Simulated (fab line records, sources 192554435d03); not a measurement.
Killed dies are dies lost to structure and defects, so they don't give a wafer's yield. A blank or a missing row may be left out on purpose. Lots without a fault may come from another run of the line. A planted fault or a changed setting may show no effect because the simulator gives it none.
fab line records | flow n5_finfet
record lots=10 wafers=30 last_day=20
route steps=1938 shown BEOL_M12@1612 PASSIVATION@1936
lots that met no fault: from a run of the same line without faults
start_h: hours from the record's first day to the start of the lot's first wafer shown | wait_h: hours since the lot's step before | " the same as in the row above | L1.1+2: a row that stands for several wafers | - no value, or no start given | * or withheld: withheld | < > ~ a bound
route shown NAME@n: a module of which the file shows steps, and the number in the route of the first | usual: mean/standard deviation of fault-free wafers | same: alike in all rows | chamber/n: place in a boat | sites: the reading at each site | _std_site: their standard deviation | _edge_site: outer sites' mean less inner sites' | radius_mm: how far each site lies from the wafer's centre | mask NAME#n: copy n | behind: the tool/chamber that last shaped the wafer | hold: why the lot was held/for how many hours/how that ended | device: the transistor (n, p or np) that didn't switch | end of line: the same wafers' tests at the end of the route | a step without rows: its recipe alone | killed: dies lost to structure and defects at the first sort, not the wafer's yield | map: a wafer's dies, x killed, . not, _ none there
set.NAME: the setting as run; set.NAME@STEP: as run at that earlier step | model.NAME: the simulator's own value behind a step, which no gauge read
steps of the route over a sample of lots; a table a step, a row a wafer
services: from which hour (start_h, from the record's first day; less than 0 if before it) a tool's chamber was out of use, for how many hours, and why
## steps
# step N5_BEOL_M12_CD_MEAS_10
# recipe target_cd_nm=140 landing_energy_ev=500 detector=se_inlens polarity=opening
# usual cd_nm=140.8/2.1
# columns lot.wafer tool chamber start_h wait_h cd_nm
L936.1 cd_sem-02 0 286.94 - 140.0
L936.3 " 0 " " 142.1
L936.6 " 0 " " 138.5
L935.1 cd_sem-02 0 294.54 - 140.0
L935.4 " 0 " " 142.7
L935.5 " 0 " " 140.9
L940.2 cd_sem-03 0 315.67 - 142.6
L940.4 " 0 " " 139.3
L940.5 " 0 " " 141.6
L939.2 cd_sem-02 0 333.69 - 142.2
L939.3 " 0 " " 141.2
L939.4 " 0 " " 141.8
L942.1 cd_sem-02 0 335.26 - 142.9
L942.4 " 0 " " 140.1
L942.6 " 0 " " 140.5
L943.1 cd_sem-02 0 342.72 - 143.5
L943.2 " 0 " " 139.9
L943.4 " 0 " " 144.6
L951.3 cd_sem-03 0 388.88 - 142.5
L951.4 " 0 " " 138.4
L951.6 " 0 " " 142.2
L954.2 cd_sem-02 0 411.48 - 141.4
L954.3 " 0 " " 138.9
L954.4 " 0 " " 138.9
L955.1 cd_sem-01 0 422.94 - 136.0
L955.4 " 0 " " 140.4
L955.6 " 0 " " 137.8
L953.2 cd_sem-03 0 426.94 - 141.5
L953.4 " 0 " " 141.4
L953.5 " 0 " " 143.6
# step N5_BEOL_M12_ETCH_59
# recipe chemistry=N2/H2 target=BARC target_depth_a=890 overetch_a=267 time_s=67.9 ion_energy_ev=200 pressure_mtorr=30 source_w=840 bias_w=150 n2_flow_sccm=200 h2_flow_sccm=200
# usual bias_w=150.0/0.43 chamber_pressure_mTorr=30.000/0.027 drypump_motor_current_A=5.6/0.38 oes_product_au=0.68/0.073 rf_vpp_V=523.7/2.8 showerhead_plenum_p_Torr=2.53/0.1 throttle_valve_pct=17.8/0.32
# columns lot.wafer tool chamber start_h wait_h bias_w chamber_pressure_mTorr drypump_motor_current_A oes_product_au rf_hours_counter_h rf_vpp_V showerhead_plenum_p_Torr throttle_valve_pct
L936.1 rie_diel-04 3 287.34 0.0 149.8 29.967 5.5 0.64 181 519.4 2.41 17.8
L936.3 " 1 " " 150.4 30.011 6.2 0.60 215 521.0 2.42 18.2
L936.6 " 3 " " 150.5 30.052 5.5 0.64 - 521.2 2.41 17.8
L935.1 rie_diel-01 3 294.66 0.0 149.2 29.980 5.1 0.63 181 520.6 2.40 17.8
L935.4 " 0 " " 149.8 29.997 6.2 0.78 16 525.5 2.58 17.5
L935.5 " 2 " " 150.1 30.005 5.1 0.59 - 522.7 2.53 18.4
L940.2 rie_diel-05 3 315.79 0.0 149.8 29.996 5.4 0.78 22 528.9 2.67 17.1
L940.4 " 0 " " 149.6 29.988 5.1 0.60 - 520.1 2.41 18.0
L940.5 " 3 " " 149.9 29.986 5.5 0.78 - 529.2 2.67 17.1
L939.2 rie_diel-04 1 333.81 0.0 149.7 29.988 6.1 0.60 231 520.8 2.41 18.2
L939.3 " 2 " " 150.0 29.970 5.6 0.69 85 524.3 2.56 18.0
L939.4 " 0 " " 150.2 30.030 5.8 0.63 176 523.6 2.54 17.7
L942.1 rie_diel-01 1 335.38 0.0 150.2 30.033 5.9 0.64 169 525.8 2.67 17.9
L942.4 " 0 " " 149.8 30.001 6.3 0.75 - 525.3 2.57 17.5
L942.6 " 1 " " 149.4 29.965 5.8 0.64 - 527.1 2.67 17.9
L943.1 rie_diel-01 0 342.91 0.0 150.3 29.993 6.2 0.75 37 525.9 2.57 17.5
L943.2 " 2 " " 150.1 30.007 5.2 0.86 1 522.2 2.53 18.0
L943.4 " 1 " " 149.6 29.944 5.8 0.64 173 526.3 2.67 17.9
L951.3 rie_diel-04 2 389.04 0.0 150.0 30.034 5.6 0.67 - 525.3 2.55 18.1
L951.4 " 3 " " 149.6 29.987 5.5 0.61 - 520.3 2.40 17.9
L951.6 " 2 " " 149.6 30.007 5.6 0.67 - 524.5 2.55 18.0
L954.2 rie_diel-05 1 411.65 0.0 150.8 29.946 6.2 0.61 205 523.1 2.49 18.2
L954.3 " 3 " " 149.6 30.002 5.4 0.73 58 527.5 2.65 17.2
L954.4 " 0 " " 149.2 30.025 5.1 0.78 15 527.6 2.71 17.6
L955.1 rie_diel-01 1 423.06 0.0 149.8 29.987 5.8 0.62 198 524.0 2.66 17.9
L955.4 " 2 " " 149.5 29.984 5.1 0.79 24 522.0 2.52 18.0
L955.6 " 3 " " 150.8 29.956 5.0 0.61 - 519.2 2.38 17.9
L953.2 rie_diel-04 1 427.06 0.0 150.4 30.015 6.1 0.83 2 527.7 2.72 17.9
L953.4 " 3 " " 150.3 30.015 5.5 0.60 239 518.7 2.39 17.9
L953.5 " 0 " " 149.5 30.037 5.8 0.62 - 522.8 2.54 17.8
# step N5_BEOL_M12_STRIP_63
# recipe chemistry=N2/H2 power_w=1000 temp_c=250 h2_frac=0.65 overash_fraction=0.3 pressure_mtorr=1000 n2_flow_sccm=1750 h2_flow_sccm=3250
# usual chamber_pressure_mTorr=1000.0/0.79 drypump_motor_current_A=6.07/0.18 h2_flow_sccm=3249/11 heater_power_w=320/22 oes_product_au=0.693/0.0051 strip_time_to_endpoint_s=42.5/1.1
# columns lot.wafer tool chamber start_h wait_h chamber_pressure_mTorr drypump_motor_current_A h2_flow_sccm heater_power_w oes_product_au rf_hours_counter_h strip_time_to_endpoint_s
L936.1 plasma_asher-02 0 287.59 - 999.6 6.12 3236 311 0.694 128 43.1
L936.3 " 0 " " 997.9 6.15 3240 313 0.693 - 44.0
L936.6 " 0 " " 997.7 6.16 3234 313 0.691 - 42.0
L935.1 plasma_asher-02 1 294.91 - 1001.6 5.78 3254 346 0.692 130 44.2
L935.4 " 1 " " 1000.7 5.78 3248 346 0.698 - 43.1
L935.5 " 0 " " 998.6 6.15 3254 317 0.694 - 43.4
L940.2 plasma_asher-02 1 316.04 - 999.5 5.73 3249 347 0.694 133 42.5
L940.4 " 0 " " 999.7 6.19 3247 313 0.693 - 43.1
L940.5 " 1 " " 1000.3 5.76 3254 349 0.696 - 41.3
L939.2 plasma_asher-01 1 334.06 - 998.8 6.28 3244 330 0.693 87 42.8
L939.3 " 0 " " 1000.4 6.10 3257 290 0.698 - 43.2
L939.4 " 1 " " 1001.2 6.26 3242 322 0.688 - 42.7
L942.1 plasma_asher-01 0 335.63 - 1000.9 6.08 3275 287 0.707 87 45.4
L942.4 " 1 " " 1000.7 6.26 3255 318 0.684 - 43.1
L942.6 " 0 " " 999.1 6.07 3271 287 0.694 - 43.4
L943.1 plasma_asher-02 0 343.16 - 1000.2 6.18 3262 316 0.695 139 41.7
L943.2 " 1 " " 1000.2 5.76 3259 358 0.693 139 42.9
L943.4 " 1 " " 1000.4 5.76 3248 347 0.691 - 42.3
L951.3 plasma_asher-02 0 389.41 - 1000.2 6.20 3251 316 0.684 - 43.3
L951.4 " 1 " " 999.9 5.77 3558 348 0.694 - 42.3
L951.6 " 1 " " 1000.7 5.79 3567 355 0.692 - 41.7
L954.2 plasma_asher-01 0 411.90 - 1000.2 6.08 3249 295 0.692 101 43.4
L954.3 " 1 " " 1000.6 6.24 3240 330 0.690 - 41.4
L954.4 " 0 " " 1000.2 6.07 3264 283 0.689 - 42.5
L955.1 plasma_asher-01 0 423.31 - 1000.2 6.09 3230 287 0.701 103 42.2
L955.4 " 1 " " 1000.5 6.20 3252 322 0.687 - 40.2
L955.6 " 1 " " 1000.5 6.27 3242 327 0.690 - 41.5
L953.2 plasma_asher-02 0 427.31 - 1000.5 6.19 3240 313 0.703 157 42.8
L953.4 " 0 " " 1000.5 6.18 3239 310 0.694 - 41.2
L953.5 " 1 " " 1000.8 5.77 3582 346 0.695 - 42.9
# step N5_BEOL_M12_CD_MEAS_17
# recipe target_cd_nm=140 polarity=opening
# usual cd_nm=141.5/2.5
# columns lot.wafer tool chamber start_h wait_h cd_nm
L936.1 cd_sem-03 - 287.80 0.0 141.9
L936.3 " - " " 142.8
L936.6 " - " " 140.1
L935.1 cd_sem-03 - 295.12 0.0 140.4
L935.4 " - " " 142.3
L935.5 " - " " 142.5
L940.2 cd_sem-03 - 316.25 0.0 143.8
L940.4 " - " " 139.9
L940.5 " - " " 143.8
L939.2 cd_sem-02 - 334.27 0.0 141.4
L939.3 " - " " 141.4
L939.4 " - " " 143.4
L942.1 cd_sem-02 - 335.84 0.0 143.2
L942.4 " - " " 139.5
L942.6 " - " " 140.2
L943.1 cd_sem-02 - 343.37 0.0 142.6
L943.2 " - " " 140.9
L943.4 " - " " 144.3
L951.3 cd_sem-01 - 389.60 0.0 143.6
L951.4 " - " " 139.6
L951.6 " - " " 143.6
L954.2 cd_sem-02 - 412.11 0.0 141.6
L954.3 " - " " 140.0
L954.4 " - " " 139.2
L955.1 cd_sem-01 - 423.52 0.0 135.1
L955.4 " - " " 142.2
L955.6 " - " " 137.4
L953.2 cd_sem-01 - 427.52 0.0 139.9
L953.4 " - " " 143.7
L953.5 " - " " 144.5
# step N5_PASSIVATION_PROBE_49
# usual defect_limited_yield=91.2/1.5 killed_at_M0_to_M3=36/10 killed_at_M4_up=14/5.2 killed_at_contacts=12/6 killed_at_front_end=37/10 killed_at_other=4/3.3 killed_dies=104/18 killed_open=68/14 killed_short=34/7.4 sort_bin_4_leakage=0.01/0.04 sort_bin_5_function=5.2/1 sort_bin_6_memory=3.3/0.7 sort_bin_8_speed=0.01/0.045 sort_n_pass=1076/18 sort_yield_pct=91.2/1.5
# same gross_dies=1180 killed_at_back_side=0
# columns lot.wafer tool chamber start_h wait_h defect_limited_yield[%] killed_at_M0_to_M3 killed_at_M4_up killed_at_contacts killed_at_front_end killed_at_other killed_dies killed_open killed_short sort_bin_4_leakage[%] sort_bin_5_function[%] sort_bin_6_memory[%] sort_bin_8_speed[%] sort_n_pass sort_yield_pct[%]
L936.1 prober-02 - 331.91 0.0 91.5 22 15 8 50 5 100 70 30 0.25 5.4 3.0 0 1077 91.3
L936.3 prober-02 - 332.01 0.1 89.9 38 22 24 33 2 119 87 31 0 5.4 4.4 0 1061 89.9
L936.6 prober-02 - 332.16 0.3 90.8 32 10 13 46 7 108 66 38 0.08 5.0 3.8 0 1071 90.8
L940.2 prober-02 - 348.20 0.1 89.7 46 19 22 26 8 121 85 35 0 6.6 3.1 0 1059 89.7
L940.4 prober-02 - 348.30 0.2 87.6 44 27 12 57 6 146 102 42 0 7.6 4.5 0 1034 87.6
L940.5 prober-02 - 348.35 0.2 87.6 63 26 14 36 7 146 95 48 0 7.9 4.0 0 1034 87.6
L951.3 prober-01 - 439.15 0.1 92.5 40 12 3 29 5 89 55 34 0 4.1 3.2 0 1091 92.5
L951.4 prober-01 - 439.20 0.2 88.0 38 27 6 45 26 142 73 50 0 7.4 4.6 0 1038 88.0
L951.6 prober-01 - 439.30 0.3 90.2 47 10 9 48 2 116 65 51 0 5.8 3.9 0 1064 90.2
L955.1 prober-01 - 478.20 0.0 91.8 42 11 3 34 7 97 57 39 0 4.7 3.2 0 1083 91.8
L955.4 prober-01 - 478.35 0.2 90.2 32 16 13 49 6 116 72 43 0 5.9 3.4 0 1064 90.2
L955.6 prober-01 - 478.45 0.3 91.9 41 11 5 36 2 95 68 25 0 5.5 2.4 0 1085 91.9
L954.2 prober-01 - 481.84 0.1 92.1 36 10 9 33 5 93 68 25 0 4.4 3.3 0 1087 92.1
L954.3 prober-01 - 481.89 0.1 92.7 29 13 9 32 3 86 60 26 0 4.0 3.1 0 1094 92.7
L954.4 prober-01 - 481.94 0.2 93.7 30 3 7 34 0 74 57 15 0 3.6 2.5 0 1106 93.7
L953.2 prober-02 - 488.71 0.1 90.4 50 12 18 30 3 113 75 38 0 5.3 3.8 0 1067 90.4
L953.4 prober-02 - 488.81 0.2 91.3 35 19 13 28 8 103 65 36 0 4.6 3.7 0 1077 91.3
L953.5 prober-02 - 488.86 0.2 91.4 52 10 14 19 6 101 61 40 0 5.7 2.5 0 1079 91.4
# killed by level:class
L936.1 FIN_SAQP:geometric_particle:open=14 STI_FIN_REVEAL:geometric_particle:open=11 MOL_CONTACT_COAG:geometric_particle:open=7 BEOL_M0_SAQP:geometric_particle:open=7 BEOL_M4:geometric_particle:open=6 FIN_SAQP:geometric_particle:short=5 ILD0:geometric_particle:short=4 BEOL_M0_SAQP:geometric_particle:short=4
L936.3 MOL_CONTACT_COAG:geometric_particle:open=17 BEOL_M0_SAQP:geometric_particle:open=13 FIN_SAQP:geometric_particle:open=11 MOL_CONTACT_COAG:geometric_particle:short=7 BEOL_M2:geometric_particle:open=7 BEOL_M0_SAQP:geometric_particle:short=6 BEOL_M4:geometric_particle:open=6 BEOL_M7:geometric_particle:open=6
L936.6 FIN_SAQP:geometric_particle:open=12 BEOL_M0_SAQP:geometric_particle:short=11 MOL_CONTACT_COAG:geometric_particle:open=10 BEOL_M0_SAQP:geometric_particle:open=9 STARTING-WAFER:geometric_particle:open=6 BEOL_M2:geometric_particle:open=6 FIN_SAQP:geometric_particle:short=5 STI_FIN_REVEAL:geometric_particle:open=4
L940.2 MOL_CONTACT_COAG:geometric_particle:open=17 BEOL_M3:geometric_particle:open=15 BEOL_M0_SAQP:geometric_particle:open=10 BEOL_M0_SAQP:geometric_particle:short=8 BEOL_M4:geometric_particle:open=7 MOL_CONTACT_COAG:geometric_particle:short=5 BEOL_M1:geometric_particle:open=5 FIN_SAQP:geometric_particle:open=4
L940.4 STI_FIN_REVEAL:geometric_particle:open=24 BEOL_M4:geometric_particle:open=14 BEOL_M3:geometric_particle:open=11 MOL_CONTACT_COAG:geometric_particle:open=8 BEOL_M2:geometric_particle:open=8 BEOL_M0_SAQP:geometric_particle:short=7 STARTING-WAFER:geometric_particle:open=7 ILD0:geometric_particle:open=5
L940.5 BEOL_M3:geometric_particle:open=15 BEOL_M2:geometric_particle:open=15 BEOL_M4:geometric_particle:open=13 MOL_CONTACT_COAG:geometric_particle:open=11 BEOL_M0_SAQP:geometric_particle:short=9 BEOL_M0_SAQP:geometric_particle:open=6 STARTING-WAFER:geometric_particle:open=6 BEOL_M3:geometric_particle:short=5
L951.3 BEOL_M0_SAQP:geometric_particle:short=11 FIN_SAQP:geometric_particle:open=10 BEOL_M3:geometric_particle:open=9 DUMMY_GATE:geometric_particle:open=7 BEOL_M0_SAQP:geometric_particle:open=7 BEOL_M1:geometric_particle:open=5 FIN_SAQP:geometric_particle:short=3 BEOL_M2:geometric_particle:open=3
L951.4 PASSIVATION:area_etch=19 BEOL_M4:geometric_particle:open=12 BEOL_M4:geometric_particle:short=12 BEOL_M0_SAQP:geometric_particle:open=11 FIN_SAQP:geometric_particle:short=10 FIN_SAQP:geometric_particle:open=9 BEOL_M0_SAQP:geometric_particle:short=8 BEOL_M3:geometric_particle:open=6
L951.6 BEOL_M0_SAQP:geometric_particle:short=19 BEOL_M0_SAQP:geometric_particle:open=13 FIN_SAQP:geometric_particle:open=11 DUMMY_GATE:geometric_particle:open=10 FIN_SAQP:geometric_particle:short=9 MOL_CONTACT_COAG:geometric_particle:open=6 BEOL_M5:geometric_particle:open=5 BEOL_M2:geometric_particle:open=4
L955.1 BEOL_M0_SAQP:geometric_particle:short=10 BEOL_M3:geometric_particle:open=9 BEOL_M0_SAQP:geometric_particle:open=8 STI_FIN_REVEAL:geometric_particle:open=7 FIN_SAQP:geometric_particle:short=6 FIN_SAQP:geometric_particle:open=5 BEOL_M1:geometric_particle:open=5 DUMMY_GATE:geometric_particle:open=4
L955.4 STI_FIN_REVEAL:geometric_particle:open=23 BEOL_M0_SAQP:geometric_particle:short=10 MOL_CONTACT_COAG:geometric_particle:open=8 STI_FIN_REVEAL:geometric_particle:short=6 BEOL_M1:geometric_particle:open=6 GATE_CUT:geometric_particle:open=5 MOL_CONTACT_COAG:geometric_particle:short=5 FIN_SAQP:geometric_particle:short=4
L955.6 BEOL_M3:geometric_particle:open=11 BEOL_M2:geometric_particle:open=8 BEOL_M0_SAQP:geometric_particle:open=6 FIN_SAQP:geometric_particle:open=5 STI_FIN_REVEAL:geometric_particle:open=5 DUMMY_GATE:geometric_particle:open=5 GATE_CUT:geometric_particle:open=5 MOL_CONTACT_COAG:geometric_particle:open=5
L954.2 BEOL_M3:geometric_particle:open=12 MOL_CONTACT_COAG:geometric_particle:open=9 STI_FIN_REVEAL:geometric_particle:open=7 BEOL_M0_SAQP:geometric_particle:open=7 FIN_SAQP:geometric_particle:open=5 BEOL_M2:geometric_particle:open=5 FIN_SAQP:geometric_particle:short=4 BEOL_M4:geometric_particle:open=4
L954.3 MOL_CONTACT_COAG:geometric_particle:open=8 DUMMY_GATE:geometric_particle:open=7 STI_FIN_REVEAL:geometric_particle:open=5 BEOL_M0_SAQP:geometric_particle:short=5 BEOL_M0:geometric_particle:open=5 BEOL_M3:geometric_particle:open=5 FIN_SAQP:geometric_particle:open=4 BEOL_M1:geometric_particle:open=4
L954.4 FIN_SAQP:geometric_particle:open=10 BEOL_M3:geometric_particle:open=10 DUMMY_GATE:geometric_particle:open=7 MOL_CONTACT_COAG:geometric_particle:open=6 STI_FIN_REVEAL:geometric_particle:open=5 BEOL_M0_SAQP:geometric_particle:open=5 BEOL_M1:geometric_particle:open=4 BEOL_M0_SAQP:geometric_particle:short=3
L953.2 MOL_CONTACT_COAG:geometric_particle:open=15 FIN_SAQP:geometric_particle:short=12 BEOL_M0_SAQP:geometric_particle:short=12 BEOL_M0_SAQP:geometric_particle:open=11 BEOL_M2:geometric_particle:open=9 BEOL_M1:geometric_particle:open=7 FIN_SAQP:geometric_particle:open=6 BEOL_M0:geometric_particle:open=5
L953.4 MOL_CONTACT_COAG:geometric_particle:open=12 FIN_SAQP:geometric_particle:short=10 BEOL_M0_SAQP:geometric_particle:open=10 BEOL_M2:geometric_particle:open=8 BEOL_M4:geometric_particle:open=5 BEOL_M0_SAQP:geometric_particle:short=4 BEOL_M4:geometric_particle:short=4 MIM_TOP_ETCH:geometric_particle:short=4
L953.5 MOL_CONTACT_COAG:geometric_particle:open=12 BEOL_M0_SAQP:geometric_particle:short=10 BEOL_M0_SAQP:geometric_particle:open=10 BEOL_M2:geometric_particle:open=10 GATE_CUT:geometric_particle:short=5 BEOL_M0:geometric_particle:open=5 BEOL_M1:geometric_particle:short=4 BEOL_M3:geometric_particle:open=4
## services
# columns tool chamber start_h hours kind
rie_diel-04 0 268.44 10.6 repair
rie_diel-05 2 269.41 - clean
rie_diel-05 2 269.41 - consumable_replace:focus_ring
rie_diel-05 2 269.41 16.1 scheduled_down
rie_diel-05 2 269.41 16.1 vent_cycle
rie_diel-04 3 273.77 2.0 repair
rie_diel-05 1 286.76 30.4 repair
rie_diel-01 1 313.20 6.2 repair
rie_diel-01 2 319.40 - clean
rie_diel-01 2 319.40 - consumable_replace:focus_ring
rie_diel-01 2 319.40 19.2 scheduled_down
rie_diel-01 2 319.40 19.2 vent_cycle
rie_diel-05 0 350.11 - clean
rie_diel-05 0 350.11 - consumable_replace:focus_ring
rie_diel-05 0 350.11 - consumable_replace:showerhead
rie_diel-05 0 350.11 16.8 scheduled_down
rie_diel-05 0 350.11 16.8 vent_cycle
rie_diel-01 - 351.84 15.6 pm
rie_diel-04 1 380.23 18.4 repair
rie_diel-04 0 386.71 4.0 repair
rie_diel-04 - 416.71 2.8 pm
## key
first_sign step=N5_BEOL_M12_STRIP_63 reading=h2_flow_sccm direction=up sigmas=30 usual=3249 struck=3569
effect none on later readings
met_at N5_BEOL_M12_STRIP_63
struck_lots L951,L953
struck_wafers L951.4,L951.6,L953.5
baseline_loss step=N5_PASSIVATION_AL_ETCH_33 wafers=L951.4
not_acting_at N5_BEOL_M12_CD_MEAS_10,N5_BEOL_M12_ETCH_59,N5_BEOL_M12_CD_MEAS_17
onset_between 343.16 389.41
fault kind=process_parameter_drift tool=plasma_asher-02 chamber=1 onset_h=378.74 steps=N5_BEOL_M12_STRIP_63 channel=h2_flow_sccm offset=325 shape=step end_h=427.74 acts_in=these_recipes_only stated=3250
# baseline_loss: these wafers lose ten dies or more at that step, a loss of the line's own and not of a fault; the sort's usual values leave them out
